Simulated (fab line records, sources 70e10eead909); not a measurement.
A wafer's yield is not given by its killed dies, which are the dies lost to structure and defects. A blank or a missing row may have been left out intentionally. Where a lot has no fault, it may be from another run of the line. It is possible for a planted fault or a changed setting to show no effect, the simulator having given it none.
A lot that was struck, set against a sound lot :: flow nand harc :: 12 out of 1302 route steps
Sound: the wafers L227.1, L227.3, L227.5. Wafers L234.1, L234.2, L234.5 were the ones struck. The cause comes at the end.
At each step with rows: each side's tool, then ch and its chambers, then its first start. Under that, the readings that differ: sound wafers :: struck wafers :: difference of the means :: sigmas: that difference in standard deviations of wafers without a fault.
alike: readings whose means differ by less than 2 such deviations, and words and numbers that are the same on both sides. not compared: withheld readings, readings that some wafer has no value for, bounds like >300 that may hide the same value, and numbers for which the record gives no deviation and whose values overlap.
The two part at a step that has a row with sigmas, a row that says differs or no value, or rows on one side only. Numbers that have no deviation but don't overlap get no sigmas and don't part them. Lack of a reading on every wafer of one side parts them only where that side has two or more wafers.

first, 1 step without rows for these wafers: NHARC_A_CHANNEL_FILL_D2_ANNEAL_22 (time 7200 s).
NHARC_A_CHANNEL_FILL_D2_ALD_25: deposits SiOx, target thk 60 nm, pulse time 10 s, ald cycles 600.
  sound on ald hk-02 ch 0,1,3, day 17 15:23; struck on ald hk-03 ch 0,1, day 20 08:10
  alike: heater power w, precursor pulse height rel
NHARC_A_CHANNEL_FILL_D2_ETCHBACK_08: etches the open film in C4F8, target depth 220 nm, time 110 s.
  sound: rie diel-04 ch 2,3; struck: rie diel-08 ch 0,3
  alike: oes product au, rf vpp V
  not compared: rf hours counter h
NHARC_A_CHANNEL_FILL_D2_STRIP_29: strips in O2, time 20 s.
  sound: rie diel-04 ch 0,1,2; struck: rie diel-08 ch 1,2,3
  alike: drypump motor current A, oes product au, rf vpp V, showerhead plenum p Torr, throttle valve pct
  not compared: rf hours counter h
then, 3 steps without rows for these wafers: NHARC_A_CHANNEL_FILL_D2_PRECLEAN_30 (cleans in dHF, time 30 s); NHARC_A_CHANNEL_FILL_D2_SRD_31; NHARC_A_CHANNEL_FILL_D2_CVD_09 (deposits poly-Si, target thk 150 nm, time 3000 s).
NHARC_A_CHANNEL_FILL_D2_CMP_10: polishes, target thk 150 nm.
  sound on cmp-03 ch 1,2,3, day 18 02:47; struck on cmp-02 ch 0,2, day 20 18:49
  alike: motor current A, time to endpoint s
next, for these wafers, 1 step has no rows: NHARC_A_CHANNEL_FILL_D2_SRD_12.
NHARC_A_CHANNEL_FILL_D2_RTA_24: time 5 s.
  sound on rtp anneal-01 ch 0, day 18 03:10; struck on rtp anneal-01 ch 0, day 20 19:46
  alike: lamp power pct, wafer_temp_C_max
NHARC_A_CHANNEL_FILL_D2_INSPECT_13:
  sound on defect inspect-01 at day 18 03:22; struck on defect inspect-02 at day 20 19:58
  alike: raw defect count
next, for these wafers, 1 step has no rows: NHARC_END_SORT_01.

WHERE THEY PART
Nowhere in this record.

WHY: whatever the simulator had introduced
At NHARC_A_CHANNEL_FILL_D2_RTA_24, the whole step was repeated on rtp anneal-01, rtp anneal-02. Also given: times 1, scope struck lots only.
